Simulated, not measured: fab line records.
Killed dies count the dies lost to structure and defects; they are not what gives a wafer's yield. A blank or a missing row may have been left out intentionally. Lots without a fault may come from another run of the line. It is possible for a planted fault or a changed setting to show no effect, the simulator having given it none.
fab line records	flow nand_harc
[record] lots = 10	wafers = 30	last_day = 33
route steps=1302 shown A_ONON_D2@569 A_CHANNEL_HOLE_D2@583 END@1302
lots that met no fault: taken from a fault-free run of the same line
start_h: hours from the record's first day to the start of the lot's first wafer shown	wait_h: hours since the lot's step before	" unchanged from the row above	L1.1+2: a single row standing in for several wafers	- no value, or no start given	* or withheld: withheld	< > ~ a bound
route shown NAME@n: names a module that has steps shown in the file, with the first one's number in the route	usual: average and standard deviation across the fault-free wafers	same: alike in all rows	chamber/n: place in a boat	sites: readings site by site	_std_site: standard deviation of those values	_edge_site: outer sites' mean less inner sites'	radius_mm: for every site, how far away it sits from the centre of the wafer	mask NAME#n: copy n	behind: tool/chamber where the wafer was last shaped	hold: the reason the lot was held/the length of the hold in hours/how it ended	device: the n, p or np transistor that did not switch	end of line: the route-end tests of the same wafers	where a step has no rows: the recipe by itself	killed: the dies lost at the first sort to structure and to defects; this is not the yield of the wafer	map: per-die view of a wafer (x killed, . not killed, _ where there is no die)
set.NAME: the run value of the setting; set.NAME@STEP: its run value at that earlier step	model.NAME: the simulator's own value behind a step, which no gauge read
one table for each step of the route and one row for each wafer, over a sample of lots
services: the hour from which a tool's chamber was out of use, counted from the record's first day as start_h (under 0 if before that day), plus the number of hours and why
[[steps]]
[step NHARC_A_ONON_D2_INSPECT_32]
[usual] raw_defect_count = 373/150
lot.wafer	tool	chamber	start_h	wait_h	raw_defect_count
L128.1	defect_inspect-01	-	287.27	0.0	238
L128.5	"	-	"	"	409
L128.6	"	-	"	"	402
L131.3	defect_inspect-02	-	320.64	0.0	278
L131.4	"	-	"	"	405
L131.5	"	-	"	"	472
L132.1	defect_inspect-02	-	326.19	0.0	496
L132.3	"	-	"	"	312
L132.4	"	-	"	"	219
L135.3	defect_inspect-02	-	364.06	0.0	252
L135.5	"	-	"	"	291
L135.6	"	-	"	"	254
L138.3	defect_inspect-01	-	395.38	0.0	397
L138.5	"	-	"	"	265
L138.6	"	-	"	"	271
L142.1	defect_inspect-01	-	436.82	0.0	148
L142.3	"	-	"	"	203
L142.6	"	-	"	"	145
L144.2	defect_inspect-02	-	446.97	0.0	584
L144.3	"	-	"	"	329
L144.6	"	-	"	"	257
L147.1	defect_inspect-01	-	460.31	0.0	222
L147.5	"	-	"	"	469
L147.6	"	-	"	"	348
L146.1	defect_inspect-02	-	460.85	0.0	434
L146.2	"	-	"	"	663
L146.5	"	-	"	"	319
L151.2	defect_inspect-02	-	515.60	0.0	383
L151.3	"	-	"	"	602
L151.6	"	-	"	"	296
[step NHARC_A_CHANNEL_HOLE_D2_OVL_MEAS_11]
[usual] overlay_x_nm = -0.2/0.84	overlay_y_nm = 0.1/0.61
lot.wafer	tool	chamber	start_h	wait_h	overlay_x_nm	overlay_y_nm
L128.1	overlay-02	-	290.07	-	1.5	0.4
L128.5	"	-	"	"	1.5	0.0
L128.6	"	-	"	"	1.5	-0.4
L131.3	overlay-02	-	323.48	-	1.2	0.2
L131.4	"	-	"	"	0.8	0.3
L131.5	"	-	"	"	1.3	-0.4
L132.1	overlay-01	-	329.01	-	-1.4	-0.7
L132.3	"	-	"	"	-1.6	-0.8
L132.4	"	-	"	"	-1.0	-0.4
L135.3	overlay-02	-	366.76	-	0.0	0.1
L135.5	"	-	"	"	0.7	0.4
L135.6	"	-	"	"	0.2	0.3
L138.3	overlay-02	-	398.71	-	-0.6	-0.2
L138.5	"	-	"	"	-0.5	-0.1
L138.6	"	-	"	"	-0.8	-0.1
L142.1	overlay-02	-	441.37	-	-0.5	0.4
L142.3	"	-	"	"	-0.4	0.7
L142.6	"	-	"	"	-0.8	0.0
L144.2	overlay-01	-	449.64	-	-0.2	0.3
L144.3	"	-	"	"	0.0	0.0
L144.6	"	-	"	"	-0.1	0.9
L147.1	overlay-02	-	466.26	-	-0.1	0.8
L147.5	"	-	"	"	-0.5	0.0
L147.6	"	-	"	"	-0.8	0.4
L146.1	overlay-01	-	468.07	-	-0.2	-0.2
L146.2	"	-	"	"	0.3	-0.1
L146.5	"	-	"	"	-0.1	-0.4
L151.2	overlay-02	-	518.42	-	0.0	-0.2
L151.3	"	-	"	"	0.0	0.1
L151.6	"	-	"	"	-0.2	0.3
[step NHARC_A_CHANNEL_HOLE_D2_ETCH_16]
[recipe] target_depth_a = 31000	over_etch_frac = 0.3	time_s = 806	ion_energy_ev = 150	o2_flow_sccm = 400	cos_flow_sccm = 20	ar_flow_sccm = 0	rf_w = 500	bias_w = 300	chemistry = O2/COS
[usual] bias_w = 300.1/0.93	chamber_pressure_mTorr = 20.000/0.019	drypump_motor_current_A = 5.3/0.39	oes_product_au = 0.999/0.0098	rf_vpp_V = 314.3/2	showerhead_plenum_p_Torr = 3.13/0.14	throttle_valve_pct = 28.329/0.0091
lot.wafer	tool	chamber	start_h	wait_h	bias_w	chamber_pressure_mTorr	drypump_motor_current_A	oes_product_au	rf_hours_counter_h	rf_vpp_V	showerhead_plenum_p_Torr	throttle_valve_pct
L128.1	rie_diel-02	2	-	-	298.9	20.005	5.4	0.985	3.9	312.0	2.97	28.335
L128.6	"	2	"	"	299.2	19.980	5.4	0.987	-	313.3	2.97	28.323
L128.5	"	3	"	"	298.8	19.986	4.8	0.996	-	312.7	3.05	28.330
L131.3	rie_diel-05	2	-	-	299.2	19.956	5.2	0.987	6.9	314.3	3.15	28.332
L131.4	"	1	"	"	298.8	19.984	5.6	0.997	5.8	312.6	2.97	28.329
L131.5	"	3	"	"	301.8	20.044	5.8	1.007	-	314.2	3.15	28.316
L132.4	rie_diel-12	2	-	-	300.2	20.025	5.7	0.994	1.8	316.8	3.33	28.331
L132.1	"	3	"	"	297.9	20.021	4.6	1.017	2.8	312.3	3.02	28.321
L132.3	"	0	"	"	298.9	20.013	5.0	1.002	2.6	316.1	3.34	28.329
L135.3	rie_diel-12	1	-	-	300.6	19.995	5.6	1.000	4.5	315.9	3.22	28.329
L135.5	"	1	"	"	301.6	19.973	5.6	1.009	-	315.5	3.22	28.307
L135.6	"	2	"	"	301.1	20.006	5.8	0.998	-	317.2	3.32	28.332
L138.3	rie_diel-12	3	-	-	300.2	19.977	4.6	1.022	8.0	313.2	3.01	28.320
L138.6	"	3	"	"	300.3	19.995	4.6	1.014	-	312.0	3.01	28.333
L138.5	"	0	"	"	299.7	19.985	5.0	0.998	-	317.0	3.34	28.325
L142.1	rie_diel-12	1	-	-	299.4	19.991	5.6	1.005	10.8	315.1	3.22	28.343
L142.3	"	0	"	"	299.4	19.976	5.0	0.996	12.1	317.0	3.33	28.320
L142.6	"	2	"	"	299.3	19.985	5.7	0.989	-	316.4	3.32	28.315
L144.2	rie_diel-02	0	-	-	300.3	19.992	5.3	0.996	3.2	311.7	2.92	28.342
L144.3	"	1	"	"	299.7	19.998	5.9	1.008	2.7	316.3	3.17	28.331
L144.6	"	3	"	"	300.0	19.991	4.8	1.000	-	312.3	3.04	28.347
L147.1	rie_diel-02	3	-	-	301.3	20.038	4.8	1.008	3.1	313.7	3.04	28.328
L147.5	"	0	"	"	300.1	20.008	5.3	0.996	-	311.7	2.92	28.326
L147.6	"	1	"	"	300.4	20.009	5.8	1.008	-	316.3	3.17	28.331
L146.2	rie_diel-12	3	-	-	300.8	19.985	4.6	1.016	1.4	310.8	3.01	28.329
L146.1	"	0	"	"	300.7	20.000	5.0	0.999	2.0	317.8	3.33	28.340
L146.5	"	3	"	"	300.7	20.014	4.7	1.014	-	312.9	3.01	28.311
L151.2	rie_diel-12	3	-	-	298.8	20.010	4.6	1.016	3.6	312.6	3.01	28.343
L151.3	"	0	"	"	300.1	19.979	5.0	0.985	3.9	318.3	3.33	28.340
L151.6	"	3	"	"	300.9	19.974	4.6	1.014	-	311.5	3.01	28.339
[step NHARC_A_CHANNEL_HOLE_D2_ETCH_24]
[recipe] bias_v = 5000	source_w = withheld	pressure_mtorr = 20	time_s = 906.2	ar_flow_sccm = 375	c4f8_flow_sccm = 93.8	o2_flow_sccm = 31.2	temp_c = -20	target_depth_a = 15000	chemistry = C4F8/O2/Ar
[usual] c4f8_flow_sccm = 93.83/0.27	chamber_pressure_mTorr = 20.001/0.019	drypump_motor_current_A = 5.6/0.35	he_backside_leak_sccm = 6.2/0.63	showerhead_plenum_p_Torr = 3.68/0.12	throttle_valve_pct = 32.236/0.009
lot.wafer	tool	chamber	start_h	wait_h	c4f8_flow_sccm	chamber_pressure_mTorr	drypump_motor_current_A	he_backside_leak_sccm	rf_hours_counter_h	showerhead_plenum_p_Torr	throttle_valve_pct
L128.1	har_etch-01	1	294.28	0.6	93.75	20.025	5.4	6.1	151	3.69	32.218
L128.5	"	1	"	"	93.84	20.014	5.4	6.2	-	3.69	32.231
L128.6	"	0	"	"	94.19	19.988	5.2	6.1	-	3.67	32.230
L131.4	har_etch-01	0	327.15	0.6	94.16	19.972	5.1	6.1	-	3.66	32.227
L131.3	"	1	"	"	93.37	20.015	5.4	6.4	-	3.68	32.219
L131.5	"	1	"	"	93.94	20.023	5.4	6.2	-	3.68	32.227
L132.1	har_etch-02	1	332.55	0.6	94.07	19.988	6.1	6.7	378	3.44	32.249
L132.4	"	0	"	"	94.05	20.005	5.6	6.6	-	3.65	32.237
L132.3	"	1	"	"	94.38	20.007	6.1	6.8	-	3.44	32.252
L135.3	har_etch-01	1	370.42	0.6	93.31	19.965	5.4	6.6	-	3.67	32.222
L135.5	"	1	"	"	93.45	20.010	5.4	6.6	-	3.67	32.234
L135.6	"	0	"	"	94.26	19.980	5.2	6.5	-	3.65	32.229
L138.3	har_etch-02	0	404.54	0.6	93.94	19.967	5.6	5.5	-	3.64	32.239
L138.5	"	0	"	"	94.07	19.991	5.6	5.3	-	3.64	32.230
L138.6	"	1	"	"	93.50	19.998	6.1	5.6	-	3.92	32.243
L142.1	har_etch-01	0	446.16	0.6	93.44	19.983	5.2	6.9	247	3.62	32.226
L142.3	"	1	"	"	93.85	19.991	5.4	6.9	-	3.64	32.232
L142.6	"	1	"	"	94.21	20.023	5.4	6.7	-	3.64	32.227
L144.2	har_etch-02	0	453.19	0.6	-	-	-	-	-	-	-
L144.3	"	1	"	"	-	-	-	-	-	-	-
L144.6	"	1	"	"	-	-	-	-	-	-	-
L147.1	har_etch-01	1	470.19	0.6	-	-	-	-	-	-	-
L147.6	"	1	"	"	-	-	-	-	-	-	-
L147.5	"	0	"	"	-	-	-	-	-	-	-
L146.1	har_etch-02	0	476.03	0.6	93.79	20.019	5.6	6.0	48	3.62	32.248
L146.2	"	1	"	"	93.58	19.987	6.1	5.5	48	3.90	32.233
L146.5	"	1	"	"	93.74	19.983	6.1	5.6	-	3.90	32.246
L151.2	har_etch-02	0	521.96	0.6	93.52	19.994	5.7	5.6	75	3.60	32.236
L151.3	"	1	"	"	94.04	19.984	6.1	6.1	-	3.89	32.229
L151.6	"	0	"	"	93.62	20.000	5.6	5.8	-	3.60	32.245
[step NHARC_A_CHANNEL_HOLE_D2_CD_MEAS_31]
[usual] cd_nm = 90.2/1.1
lot.wafer	tool	chamber	start_h	wait_h	cd_nm
L128.1	cd_sem-02	-	297.69	-	89.9
L128.5	"	-	"	"	92.1
L128.6	"	-	"	"	89.2
L131.3	cd_sem-02	-	330.26	-	91.0
L131.4	"	-	"	"	89.8
L131.5	"	-	"	"	90.8
L132.1	cd_sem-03	-	335.82	-	91.3
L132.3	"	-	"	"	91.3
L132.4	"	-	"	"	92.5
L135.3	cd_sem-03	-	373.57	-	89.4
L135.5	"	-	"	"	89.2
L135.6	"	-	"	"	90.3
L138.3	cd_sem-02	-	407.83	-	90.7
L138.5	"	-	"	"	90.1
L138.6	"	-	"	"	91.7
L142.1	cd_sem-01	-	449.56	-	89.6
L142.3	"	-	"	"	90.7
L142.6	"	-	"	"	91.0
L144.2	cd_sem-02	-	456.46	-	-0.2
L144.3	"	-	"	"	1.7
L144.6	"	-	"	"	0.7
L147.1	cd_sem-03	-	473.73	-	0.7
L147.5	"	-	"	"	0.2
L147.6	"	-	"	"	0.3
L146.1	cd_sem-03	-	479.43	-	90.6
L146.2	"	-	"	"	91.5
L146.5	"	-	"	"	90.7
L151.2	cd_sem-03	-	525.23	-	89.6
L151.3	"	-	"	"	88.8
L151.6	"	-	"	"	89.1
[step NHARC_A_CHANNEL_HOLE_D2_XSEM_32]
[recipe] landing_energy_ev = 35000
[usual] bot_cd_nm = 74.8/1.2	bow_nm = 8.61/0.26	tilt_deg = 0.07/0.041
lot.wafer	tool	chamber	start_h	wait_h	bot_cd_nm	bow_nm	tilt_deg
L128.1	xsem-01	0	297.77	0.1	75.2	8.74	0.00
L128.5	"	0	"	"	77.6	8.76	-0.01
L128.6	"	0	"	"	74.2	8.67	-0.01
L131.3	xsem-02	0	330.36	0.1	75.0	8.88	0.05
L131.4	"	0	"	"	73.9	8.89	0.05
L131.5	"	0	"	"	76.0	8.88	0.05
L132.1	xsem-02	0	335.91	0.1	76.9	8.94	0.07
L132.3	"	0	"	"	75.7	8.97	0.06
L132.4	"	0	"	"	76.8	8.90	0.07
L135.3	xsem-02	0	373.67	0.1	74.2	8.89	0.11
L135.5	"	0	"	"	73.3	8.77	0.12
L135.6	"	0	"	"	75.3	8.79	0.11
L138.3	xsem-01	0	407.93	0.1	74.6	8.83	0.10
L138.5	"	0	"	"	74.0	8.78	0.10
L138.6	"	0	"	"	76.1	8.72	0.10
L142.1	xsem-02	0	449.65	0.1	74.4	8.62	0.03
L142.3	"	0	"	"	75.5	8.47	0.03
L142.6	"	0	"	"	76.2	8.53	0.03
L144.2	xsem-01	0	456.54	0.1	0.0	0.54	0.12
L144.3	"	0	"	"	1.8	0.54	0.12
L144.6	"	0	"	"	1.0	0.54	0.12
L147.1	xsem-02	0	473.82	0.1	0.0	0.41	0.01
L147.5	"	0	"	"	0.0	0.40	0.00
L147.6	"	0	"	"	0.0	0.40	0.00
L146.1	xsem-02	0	479.52	0.1	75.6	8.78	0.07
L146.2	"	0	"	"	76.5	8.93	0.07
L146.5	"	0	"	"	75.3	8.87	0.07
L151.2	xsem-01	0	525.32	0.1	74.5	8.55	0.05
L151.3	"	0	"	"	73.2	8.50	0.05
L151.6	"	0	"	"	74.0	8.59	0.05
[step NHARC_END_SORT_01]
[recipe] temp_c = 25
[usual] killed_at_array = 55/19	killed_at_other = 0.8/1.1	killed_at_periphery = 4.0/2.6	killed_dies = 60/20	killed_open = 3.4/1.7	killed_short = 2.6/1.5
[same] gross_dies = 677
lot.wafer	tool	chamber	start_h	wait_h	killed_at_array	killed_at_other	killed_at_periphery	killed_dies	killed_open	killed_short
L128.1	prober-01	0	571.20	2.5	30	0	2	32	4	4
L128.5	prober-01	0	574.37	3.7	34	0	6	40	5	6
L128.6	prober-01	0	575.16	4.0	18	0	6	24	1	2
L131.3	prober-01	0	583.45	3.1	46	0	4	50	2	1
L131.4	prober-01	0	584.25	3.4	50	1	3	54	4	2
L131.5	prober-01	0	585.05	3.7	59	2	2	63	4	4
L132.1	prober-01	0	592.00	2.5	67	0	6	73	3	0
L132.3	prober-01	0	593.58	3.1	69	0	4	73	4	2
L132.4	prober-01	0	594.37	3.4	100	1	4	105	3	1
L135.3	prober-02	0	645.61	3.1	88	0	0	88	2	2
L135.5	prober-02	0	647.23	3.7	80	0	2	82	3	2
L135.6	prober-02	0	648.03	4.0	82	0	10	92	5	2
L138.3	prober-02	0	676.23	3.1	56	1	5	62	5	5
L138.5	prober-02	0	677.87	3.8	51	0	6	57	2	6
L138.6	prober-02	0	678.70	4.1	59	0	3	62	5	2
L142.1	prober-02	0	701.10	2.5	48	0	7	55	4	3
L142.3	prober-02	0	702.69	3.1	44	0	6	50	5	0
L142.6	prober-02	0	705.07	4.0	43	0	4	47	4	3
L144.2	prober-02	0	715.93	2.8	667	5	5	677	4	1
L144.3	prober-02	0	716.73	3.1	662	3	12	677	4	1
L144.6	prober-02	0	719.12	4.0	668	2	7	677	5	1
L146.1	prober-01	0	739.54	2.5	40	0	3	43	1	1
L146.2	prober-01	0	740.35	2.8	35	1	4	40	3	3
L146.5	prober-01	0	742.76	3.7	51	0	2	53	2	2
L147.1	prober-01	0	751.21	2.5	673	2	2	677	2	1
L147.5	prober-01	0	754.39	3.7	673	2	2	677	2	3
L147.6	prober-01	0	755.18	4.0	674	2	1	677	2	3
L151.2	prober-02	0	791.75	2.8	38	0	2	40	1	4
L151.3	prober-02	0	792.56	3.1	31	1	3	35	3	2
L151.6	prober-02	0	794.97	4.0	35	0	3	38	4	2
// killed by level:class
L128.1 A_CHANNEL_HOLE_D2:chamber_film_flake=5 A_CONTACT:unspecified=5 A_CHANNEL_HOLE_D1:chamber_film_flake=3 A_SLIT:chamber_film_flake=3 A_WL_FILL:chamber_film_flake=3 A_M0:geometric_particle:short=2 P_M2:chamber_film_flake=2 A_CHANNEL_FILL_D2:chamber_film_flake=2
L128.5 A_CHANNEL_HOLE_D2:chamber_film_flake=6 A_CHANNEL_HOLE_D1:chamber_film_flake=5 A_STAIRCASE:chamber_film_flake=5 A_CONTACT:unspecified=5 P_GATE:chamber_film_flake=3 A_WL_FILL:chamber_film_flake=3 P_STI:geometric_particle:short=1 P_M2:geometric_particle:short=1
L128.6 A_CHANNEL_HOLE_D2:chamber_film_flake=6 P_M2:chamber_film_flake=3 A_CHANNEL_HOLE_D1:chamber_film_flake=3 A_CONTACT:unspecified=3 A_CONTACT:chamber_film_flake=2 P_M0:geometric_particle:short=1 A_CHANNEL_FILL_D1:geometric_particle:open=1 A_WL_FILL:geometric_particle:short=1
L131.3 A_CHANNEL_HOLE_D1:chamber_film_flake=24 A_CHANNEL_HOLE_D2:chamber_film_flake=8 A_STAIRCASE:chamber_film_flake=5 P_GATE:chamber_film_flake=3 A_CHANNEL_FILL_D1:chamber_film_flake=3 A_BLC:geometric_particle:open=2 A_CONTACT:chamber_film_flake=2 P_GATE:geometric_particle:short=1
L131.4 A_CHANNEL_HOLE_D1:chamber_film_flake=31 A_CHANNEL_HOLE_D2:chamber_film_flake=7 A_CONTACT:chamber_film_flake=5 P_M0:geometric_particle:open=1 A_CHANNEL_FILL_D1:geometric_particle:short=1 A_CHANNEL_FILL_D1:geometric_particle:open=1 A_DECK1_JOINT:geometric_particle:short=1 A_SGD_CUT:geometric_particle:open=1
L131.5 A_CHANNEL_HOLE_D1:chamber_film_flake=39 A_CHANNEL_HOLE_D2:chamber_film_flake=8 A_CHANNEL_FILL_D2:geometric_particle:short=2 A_STAIRCASE:chamber_film_flake=2 A_CONTACT:chamber_film_flake=2 THIN_TSV:chamber_film_flake=2 P_CONTACT:geometric_particle:open=1 P_M0:geometric_particle:short=1
L132.1 A_CHANNEL_HOLE_D2:chamber_film_flake=21 A_SLIT:chamber_film_flake=20 A_CHANNEL_HOLE_D1:chamber_film_flake=12 A_STAIRCASE:chamber_film_flake=5 A_CONTACT:chamber_film_flake=5 P_ZERO_WELL:chamber_film_flake=2 P_GATE:chamber_film_flake=2 P_M0:geometric_particle:open=1
L132.3 A_CHANNEL_HOLE_D2:chamber_film_flake=22 A_SLIT:chamber_film_flake=19 A_CHANNEL_HOLE_D1:chamber_film_flake=13 A_STAIRCASE:chamber_film_flake=6 P_CONTACT:chamber_film_flake=2 A_DECK1_JOINT:chamber_film_flake=2 A_CONTACT:chamber_film_flake=2 P_CONTACT:geometric_particle:open=1
L132.4 A_SLIT:chamber_film_flake=32 A_CHANNEL_HOLE_D2:chamber_film_flake=31 A_CHANNEL_HOLE_D1:chamber_film_flake=26 A_STAIRCASE:chamber_film_flake=6 A_CONTACT:chamber_film_flake=3 P_CONTACT:geometric_particle:open=2 P_STI:geometric_particle:open=1 A_ONON_D1:geometric_particle:short=1
L135.3 A_CHANNEL_HOLE_D1:chamber_film_flake=31 A_SLIT:chamber_film_flake=26 A_CHANNEL_HOLE_D2:chamber_film_flake=24 A_SOURCE_PLATE:geometric_particle:short=1 A_ONON_D1:geometric_particle:open=1 A_CHANNEL_HOLE_D1:geometric_particle:open=1 A_WL_FILL:geometric_particle:short=1 A_DECK1_JOINT:chamber_film_flake=1
L135.5 A_CHANNEL_HOLE_D1:chamber_film_flake=32 A_SLIT:chamber_film_flake=24 A_CHANNEL_HOLE_D2:chamber_film_flake=15 P_M1:chamber_film_flake=2 A_STAIRCASE:chamber_film_flake=2 A_ONON_D1:geometric_particle:open=1 A_CHANNEL_FILL_D1:geometric_particle:open=1 A_SGD_CUT:geometric_particle:short=1
L135.6 A_SLIT:chamber_film_flake=29 A_CHANNEL_HOLE_D1:chamber_film_flake=28 A_CHANNEL_HOLE_D2:chamber_film_flake=7 P_M1:chamber_film_flake=5 A_CONTACT:chamber_film_flake=5 A_ZERO_WELL:chamber_film_flake=4 P_ZERO_WELL:chamber_film_flake=3 A_WL_FILL:chamber_film_flake=2
L138.3 A_CHANNEL_HOLE_D1:chamber_film_flake=28 A_STAIRCASE:chamber_film_flake=13 A_CHANNEL_HOLE_D2:chamber_film_flake=3 A_ONON_D2:geometric_particle:short=2 A_SGD_CUT:chamber_film_flake=2 P_STI:geometric_particle:open=1 P_CONTACT:geometric_particle:open=1 P_M0:geometric_particle:open=1
L138.5 A_CHANNEL_HOLE_D1:chamber_film_flake=29 A_STAIRCASE:chamber_film_flake=10 A_CHANNEL_FILL_D2:geometric_particle:short=2 P_GATE:chamber_film_flake=2 P_M2:chamber_film_flake=2 A_CHANNEL_HOLE_D2:chamber_film_flake=2 A_WL_FILL:chamber_film_flake=2 P_M1:geometric_particle:short=1
L138.6 A_CHANNEL_HOLE_D1:chamber_film_flake=32 A_STAIRCASE:chamber_film_flake=11 A_CHANNEL_HOLE_D2:chamber_film_flake=5 A_SLIT:chamber_film_flake=2 P_M0:geometric_particle:open=1 A_DECK1_JOINT:geometric_particle:short=1 A_ONON_D2:geometric_particle:open=1 A_ONON_D2:geometric_particle:short=1
L142.1 A_CHANNEL_HOLE_D2:chamber_film_flake=18 A_CHANNEL_HOLE_D1:chamber_film_flake=11 A_DECK1_JOINT:chamber_film_flake=3 A_SLIT:chamber_film_flake=3 A_CONTACT:chamber_film_flake=3 P_GATE:chamber_film_flake=2 P_M1:chamber_film_flake=2 P_BONDPAD:chamber_film_flake=2
L142.3 A_CHANNEL_HOLE_D2:chamber_film_flake=23 A_CHANNEL_HOLE_D1:chamber_film_flake=7 A_SLIT:chamber_film_flake=4 P_GATE:chamber_film_flake=3 A_CONTACT:chamber_film_flake=3 A_CHANNEL_HOLE_D2:geometric_particle:open=2 A_CHANNEL_HOLE_D1:geometric_particle:open=1 A_CHANNEL_FILL_D1:geometric_particle:open=1
L142.6 A_CHANNEL_HOLE_D2:chamber_film_flake=20 A_CHANNEL_HOLE_D1:chamber_film_flake=8 A_STAIRCASE:chamber_film_flake=3 A_CONTACT:chamber_film_flake=3 A_SLIT:chamber_film_flake=2 P_CONTACT:geometric_particle:short=1 A_ONON_D1:geometric_particle:open=1 A_CHANNEL_HOLE_D1:geometric_particle:open=1
L144.2 A_CHANNEL_HOLE_D2:area_etch=609 A_SLIT:chamber_film_flake=29 A_CHANNEL_HOLE_D1:chamber_film_flake=10 A_BONDPAD:chamber_film_flake=7 THIN_TSV:chamber_film_flake=5 P_STI:chamber_film_flake=2 A_CHANNEL_HOLE_D2:chamber_film_flake=2 A_CONTACT:chamber_film_flake=2
L144.3 A_CHANNEL_HOLE_D2:area_etch=600 A_SLIT:chamber_film_flake=34 A_CHANNEL_HOLE_D1:chamber_film_flake=9 A_BONDPAD:chamber_film_flake=8 P_STI:chamber_film_flake=6 A_CONTACT:chamber_film_flake=4 THIN_TSV:chamber_film_flake=3 P_M0:geometric_particle:open=2
L144.6 A_CHANNEL_HOLE_D2:area_etch=615 A_SLIT:chamber_film_flake=22 A_CHANNEL_HOLE_D1:chamber_film_flake=8 A_CHANNEL_HOLE_D2:chamber_film_flake=7 A_CONTACT:chamber_film_flake=7 P_STI:chamber_film_flake=3 A_CHANNEL_FILL_D2:geometric_particle:open=2 P_GATE:chamber_film_flake=2
L146.1 A_CHANNEL_HOLE_D1:chamber_film_flake=25 A_SLIT:chamber_film_flake=7 A_CONTACT:chamber_film_flake=3 P_STI:chamber_film_flake=2 A_ONON_D1:geometric_particle:open=1 A_M0:geometric_particle:short=1 P_GATE:chamber_film_flake=1 A_CHANNEL_FILL_D1:chamber_film_flake=1
L146.2 A_CHANNEL_HOLE_D1:chamber_film_flake=23 A_CONTACT:chamber_film_flake=4 P_CONTACT:geometric_particle:open=2 A_SLIT:chamber_film_flake=2 A_CHANNEL_FILL_D1:chamber_film_flake=2 P_GATE:geometric_particle:short=1 A_CHANNEL_FILL_D1:geometric_particle:short=1 A_CHANNEL_FILL_D2:geometric_particle:short=1
L146.5 A_CHANNEL_HOLE_D1:chamber_film_flake=28 A_CHANNEL_FILL_D1:chamber_film_flake=6 A_CONTACT:chamber_film_flake=6 A_SLIT:chamber_film_flake=5 A_STAIRCASE:chamber_film_flake=2 P_GATE:geometric_particle:short=1 A_DECK1_JOINT:geometric_particle:open=1 A_CHANNEL_HOLE_D2:geometric_particle:open=1
L147.1 A_CHANNEL_HOLE_D2:area_etch=607 A_SLIT:chamber_film_flake=26 A_CHANNEL_HOLE_D2:chamber_film_flake=12 A_SGD_CUT:chamber_film_flake=7 A_CHANNEL_HOLE_D1:chamber_film_flake=4 A_STAIRCASE:chamber_film_flake=4 A_CONTACT:chamber_film_flake=4 P_GATE:chamber_film_flake=2
L147.5 A_CHANNEL_HOLE_D2:area_etch=591 A_SLIT:chamber_film_flake=37 A_CHANNEL_HOLE_D2:chamber_film_flake=18 A_CHANNEL_HOLE_D1:chamber_film_flake=9 A_CONTACT:chamber_film_flake=7 A_SGD_CUT:chamber_film_flake=4 A_STAIRCASE:chamber_film_flake=2 P_GATE:geometric_particle:open=1
L147.6 A_CHANNEL_HOLE_D2:area_etch=592 A_SLIT:chamber_film_flake=27 A_CHANNEL_HOLE_D2:chamber_film_flake=24 A_CHANNEL_HOLE_D1:chamber_film_flake=10 A_CONTACT:chamber_film_flake=5 A_SGD_CUT:chamber_film_flake=4 A_STAIRCASE:chamber_film_flake=3 A_CHANNEL_FILL_D2:chamber_film_flake=2
L151.2 A_CHANNEL_HOLE_D1:chamber_film_flake=14 A_SLIT:chamber_film_flake=11 A_CONTACT:chamber_film_flake=5 A_DECK1_JOINT:geometric_particle:short=2 A_WL_FILL:chamber_film_flake=2 P_M0:geometric_particle:short=1 A_CHANNEL_HOLE_D2:geometric_particle:short=1 A_M0:geometric_particle:open=1
L151.3 A_CHANNEL_HOLE_D1:chamber_film_flake=13 A_CONTACT:chamber_film_flake=8 A_SLIT:chamber_film_flake=3 A_ONON_D2:geometric_particle:short=2 P_ZERO_WELL:chamber_film_flake=2 A_DECK1_JOINT:geometric_particle:open=1 A_SGD_CUT:geometric_particle:open=1 A_BLC:geometric_particle:open=1
L151.6 A_CHANNEL_HOLE_D1:chamber_film_flake=20 A_SLIT:chamber_film_flake=5 A_CONTACT:chamber_film_flake=5 P_M0:geometric_particle:open=3 A_ONON_D1:geometric_particle:short=1 A_DECK1_JOINT:geometric_particle:short=1 A_CONTACT:geometric_particle:open=1 A_ZERO_WELL:chamber_film_flake=1
[[services]]
tool	chamber	start_h	hours	kind
rie_diel-12	-	268.50	9.0	pm
rie_diel-12	0	268.50	9.0	vent_cycle
rie_diel-12	1	268.50	9.0	vent_cycle
rie_diel-12	2	268.50	9.0	vent_cycle
rie_diel-12	3	268.50	9.0	vent_cycle
rie_diel-12	0	277.50	-	clean
rie_diel-12	1	277.50	-	clean
rie_diel-12	2	277.50	-	clean
rie_diel-12	3	277.50	-	clean
rie_diel-05	-	289.06	3.4	repair
rie_diel-02	-	297.54	0.7	repair
rie_diel-12	0	302.00	-	clean
rie_diel-12	1	302.00	-	clean
rie_diel-02	1	321.40	2.7	repair
rie_diel-05	1	361.85	1.8	repair
xsem-01	-	374.00	14.0	pm
har_etch-02	-	381.02	17.0	pm
rie_diel-12	3	383.27	5.1	repair
rie_diel-02	-	393.70	9.0	pm
rie_diel-05	-	406.60	9.0	pm
rie_diel-12	-	445.50	9.0	pm
rie_diel-12	-	458.62	0.9	repair
rie_diel-02	0	467.89	6.3	repair
rie_diel-05	2	497.22	2.4	repair
[[key]]
[first_sign] step = NHARC_A_CHANNEL_HOLE_D2_ETCH_24	reading = tool_record	direction = missing
[effect] step = NHARC_A_CHANNEL_HOLE_D2_CD_MEAS_31	reading = cd_nm	direction = down	sigmas = 79	usual = 90.2	struck = 0.6
[effect] step = NHARC_A_CHANNEL_HOLE_D2_XSEM_32	reading = bot_cd_nm	direction = down	sigmas = 60	usual = 74.8	struck = 0.5
[effect] step = NHARC_END_SORT_01	reading = killed_at_array	direction = up	sigmas = 32	usual = 55	struck = 670
[more_kills_born_at] NHARC_A_CHANNEL_HOLE_D2_ETCH_24@har_etch-02 = 1824	NHARC_A_CHANNEL_HOLE_D2_ETCH_24@har_etch-01 = 1790
met_at NHARC_A_CHANNEL_HOLE_D2_ETCH_24
struck_lots L144,L147
later_rows_left_out L144.2,L144.3,L144.6,L147.1,L147.5,L147.6
tester_left_out L144,L147
not_acting_at NHARC_A_ONON_D2_INSPECT_32,NHARC_A_CHANNEL_HOLE_D2_OVL_MEAS_11,NHARC_A_CHANNEL_HOLE_D2_ETCH_16
onset_between 446.16 453.19
[fault] kind = skipped_step_whole	tool = har_etch-01,har_etch-02	chamber = -	onset_h = 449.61	steps = NHARC_A_CHANNEL_HOLE_D2_ETCH_24	scope = struck_lots_only
// tester_left_out: of these lots the tester's yield and bins aren't shown, on N5 and GAA mostly nor the transistor test; their killed dies are dies lost to structure and defects alone, not to doping, threshold or leakage, so they don't give the yield
// later_rows_left_out: the simulator's readings of these wafers behind a module that went badly wrong aren't trusted and aren't shown, but for the sort
